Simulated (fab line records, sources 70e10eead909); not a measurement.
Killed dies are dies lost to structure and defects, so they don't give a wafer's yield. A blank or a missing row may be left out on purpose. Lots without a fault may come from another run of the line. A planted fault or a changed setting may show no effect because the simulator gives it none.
Chamber matching | flow nand_harc | NHARC_A_STAIRCASE_DESCUM_291 on rie_diel-02: 4 sister chambers
The step chemistry O2, time 3 s. 4 wafers are shown with their chamber, then 9 later ones without.

WAFERS WITH THEIR CHAMBER
wafer  | chamber | showerhead_plenum_p_Torr (Torr)
L079.3 | 1       | 2.04
L079.4 | 2       | 1.97
L081.5 | 3       | 1.78
L081.6 | 0       | 1.86

WAFERS WITHOUT THEIR CHAMBER
wafer  | showerhead_plenum_p_Torr (Torr)
L084.1 | 1.78
L084.5 | 1.78
L084.6 | 1.97
L085.1 | 2.03
L085.4 | 1.97
L085.6 | 1.86
L089.3 | 1.77
L089.5 | 1.86
L089.6 | 1.77

WHICH CHAMBER EACH WENT THROUGH
wafer  | from the rows above | in truth
L084.1 | 3                   | 3
L084.5 | 3                   | 3
L084.6 | 2                   | 2
L085.1 | 1                   | 1
L085.4 | 2                   | 2
L085.6 | 0                   | 0
L089.3 | 3                   | 3
L089.5 | 0                   | 0
L089.6 | 3                   | 3
Placed correctly: 9 of 9. Can't be placed from these rows: 0. Placed wrongly: 0.
How it was worked out, from the rows above alone: a wafer's distance from a chamber is the root of the sum, over the readings, of the square of ((its reading less the chamber's mean) divided by the reading's scatter). The wafer belongs to the nearest chamber; if the next one is less than 2 further off, it can't be placed. A chamber's mean is the mean of its shown wafers. The scatter: with one shown wafer a chamber, the root of the mean of the squares of how far each hidden wafer lies from its nearest shown one.
